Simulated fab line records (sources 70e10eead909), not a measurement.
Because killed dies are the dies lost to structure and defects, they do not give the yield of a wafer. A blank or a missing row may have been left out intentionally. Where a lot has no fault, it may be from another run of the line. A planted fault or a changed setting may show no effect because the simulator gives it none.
A lot that was struck, set against a sound lot / flow nand_harc / 15 out of 1302 route steps
Sound: the wafers L652.1, L652.4, L652.6. Struck: wafers L660.1, L660.2, L660.6. Last of all comes the cause.
Each step with rows lists, per side, the tool, then ch with its chambers, then its first start. Under that, the readings that differ: sound wafers / struck wafers / difference of the means / sigmas: that difference in standard deviations of wafers without a fault.
alike: a reading whose means differ by less than 2 such deviations, as well as words and numbers matching on both sides. not compared: withheld readings; readings where some wafer has no value; bounds like >300 that might hide an equal value; numbers whose values overlap and for which the record gives no deviation.
The two part at a step that has a row with sigmas, a row that says differs or no value, or rows on one side only. Non-overlapping numbers with no deviation appear without sigmas and do not part them. A reading that every wafer of one side lacks parts them only if that side has two wafers or more.

first, 1 step without rows for these wafers: NHARC_A_CHANNEL_HOLE_D1_XSEM_31.
NHARC_A_CHANNEL_HOLE_D1_INSPECT_40:
  sound on defect_inspect-01, day 10 12:03; struck on defect_inspect-01, day 13 09:36
  alike: raw_defect_count
then, 2 steps without rows for these wafers: NHARC_A_CHANNEL_FILL_D1_PRECLEAN_00 (cleans in SC1); NHARC_A_CHANNEL_FILL_D1_SRD_01.
NHARC_A_CHANNEL_FILL_D1_ALD_02: deposits SiO2, target thk 6 nm, pulse time 10 s, ald cycles 60.
  sound on ald_hk-01 ch 0,1,3, day 10 12:15; struck on ald_hk-03 ch 0,2,3, day 13 10:44
  alike: heater_power_w, precursor_pulse_height_rel
NHARC_A_CHANNEL_FILL_D1_ALD_03: deposits SiNx, target thk 6 nm, pulse time 60 s, ald cycles 58.
  sound: ald_sin_batch-02 ch 0; struck: ald_sin_batch-01 ch 0
  alike: precursor_pulse_height_rel
then, 2 steps without rows for these wafers: NHARC_A_CHANNEL_FILL_D1_ALD_14 (deposits SiO2, target thk 2.5 nm, pulse time 10 s, ald cycles 25); NHARC_A_CHANNEL_FILL_D1_ALD_15 (deposits SiNx, target thk 2 nm, pulse time 60 s, ald cycles 19).
NHARC_A_CHANNEL_FILL_D1_ALD_16: deposits SiO2, target thk 1.5 nm, pulse time 10 s, ald cycles 15.
  sound on ald_hk-01 ch 0,1,3, day 11 02:03; struck on ald_hk-03 ch 0,1,3, day 13 23:14
  alike: heater_power_w, precursor_pulse_height_rel
then, 2 steps without rows for these wafers: NHARC_A_CHANNEL_FILL_D1_ANNEAL_17 (time 1800 s); NHARC_A_CHANNEL_FILL_D1_CVD_18 (deposits poly-Si, target thk 3 nm).
NHARC_A_CHANNEL_FILL_D1_ETCHBACK_19: etches the open film in HBr/Cl2, target depth 5 nm, time 1.7 s.
  sound on rie_si-04 ch 0,2,3, day 11 15:37; struck on rie_si-05 ch 0,1,3, day 14 10:58
  alike: drypump_motor_current_A, oes_product_au, throttle_valve_pct
  not compared: rf_hours_counter_h
NHARC_A_CHANNEL_FILL_D1_ETCHBACK_20: etches the open film in C4F8/O2/Ar, target depth 27 nm, time 13.5 s.
  sound on rie_diel-02 ch 0,1,2, day 11 15:44; struck on rie_diel-02 ch 1,2,3, day 14 11:05
reading=run_length_s (s); sound=35.1 34.7 35.4; struck=29.3 30.6 30.2; difference=-5.0; sigmas=-12
  alike: oes_product_au, rf_vpp_V
  not compared: rf_hours_counter_h
NHARC_A_CHANNEL_FILL_D1_STRIP_28: strips in O2, time 20 s.
  sound on rie_diel-02 ch 0,2,3, day 11 15:49; struck on rie_diel-02 ch 1,2,3, day 14 11:11
  alike: drypump_motor_current_A, mfc_ar_sccm, oes_product_au, rf_vpp_V, showerhead_plenum_p_Torr, throttle_valve_pct
  not compared: rf_hours_counter_h
-- jump in the record: it breaks off in module A_CHANNEL_FILL_D1 and resumes in module END (first step shown: number 1302 of the route), and 15 days separate the struck wafers' starts before and after --
NHARC_END_SORT_01:
  sound on prober-02 ch 0, day 26 00:18; struck on prober-02 ch 0, day 29 15:25
reading=killed_at_array; sound=39 57 46; struck=654 653 647; difference=+604; sigmas=+32
reading=killed_dies; sound=40 59 49; struck=659 659 652; difference=+607; sigmas=+32
  alike: killed_at_other, killed_at_periphery, killed_open, killed_short

WHERE THEY PART
First at NHARC_A_CHANNEL_FILL_D1_ETCHBACK_20; last, within this record, at NHARC_END_SORT_01.

WHY: whatever the simulator had introduced
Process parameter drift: rie_diel-02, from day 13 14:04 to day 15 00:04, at NHARC_A_CHANNEL_FILL_D1_ETCHBACK_20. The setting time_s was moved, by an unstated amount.
